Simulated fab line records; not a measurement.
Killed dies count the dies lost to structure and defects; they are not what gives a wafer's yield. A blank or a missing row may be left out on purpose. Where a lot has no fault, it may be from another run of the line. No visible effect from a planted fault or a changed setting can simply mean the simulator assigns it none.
Code-filled problem report in 8D (eight disciplines) form :: flow nand_harc :: the parts of the form that need people (team, actions taken, sign-off) are left out

1. WHAT WENT WRONG
rf_fwd_power_W at NHARC_THIN_TSV_ETCH_44 reads a mean of 335.5 W on 6 wafers of 2 lots; wafers without a fault read 299.8 W with a standard deviation of 0.89. Relative to the usual mean, that is a shift of +40 standard deviations.
The step: etches the open film in CF4/O2, target depth 1594.2 nm, time 797.1 s.
The first sign was on wafer L477.3 at day 29 19:41, on rie_diel-09. Wafers with a number at this step in the record: 36, from 12 lots. Rule for "out" (also "out of limits"): further than 4 standard deviations from the usual mean. Any other wafer with a number is counted as sound.

2. WHAT IT IS; WHAT IT IS NOT
question: which readings at this step
is: rf_fwd_power_W, oes_product_au
is not: drypump_motor_current_A, showerhead_plenum_p_Torr, throttle_valve_pct

question: which lots
is: L477, L478
is not: L463, L465, L475, L479, L480, L481, L483, L484, L485, L486

question: which wafers of those lots
is: all that have a number
is not: -

question: read on which tools
is: rie_diel-09
is not: rie_diel-02, rie_diel-10

question: when
is: from day 29 19:41
is not: up to then (6 sound wafers); but 24 sound wafers of L475, L479, L480, L481, L483, L484, L485, L486 came after

3. SUSPECTS, AND WHAT RULES EACH OUT
Counting: any tool at a process step up to the reading is kept as a suspect provided that every lot that is out went through it and no sound lot did after the first of them.
- rie_diel-09 at NHARC_THIN_TSV_ETCH_44 (etches the open film in CF4/O2, target depth 1594.2 nm, time 797.1 s): ruled out as a lasting fault. The sound lots L486 went through it after L477, its earliest lot that is out (day 29 19:41).
Left after counting: nothing in the record.

4. THE CAUSE (what the simulator had put in)
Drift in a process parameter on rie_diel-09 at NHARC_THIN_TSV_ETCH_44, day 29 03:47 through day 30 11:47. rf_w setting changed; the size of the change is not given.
Counting ruled it out, wrongly.

5. SEQUENCE OF EFFECTS, ordered by route
One row per reading whose mean, taken over the struck wafers that have a number, lies over 3 standard deviations from the usual. Readings are gone through only where the record gives a usual standard deviation; hours: the median, over the lots, of the time from a lot's start at the first step in this table giving one to that lot's start at this step; sigmas: the change measured in usual standard deviations.
hours: 0
step: NHARC_THIN_TSV_ETCH_44
reading: oes_product_au
usual: 0.998 a.u.
on struck wafers: 1.075
change: +0.077
sigmas: +6.4

hours: 0
step: NHARC_THIN_TSV_ETCH_44
reading: rf_fwd_power_W
usual: 299.8 W
on struck wafers: 335.5
change: +35.7
sigmas: +40
It contains these process steps:
- NHARC_THIN_TSV_ETCH_44: etches the open film in CF4/O2, target depth 1594.2 nm, time 797.1 s.
At these later measuring or inspecting steps, every struck wafer for which the step has a row has a number for every such reading, and none has moved that far: NHARC_END_SORT_01.

6. WHAT WOULD HAVE CAUGHT IT SOONER
In this record the first reading out of limits was taken at day 29 19:41, 16 hours after the fault began at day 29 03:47.
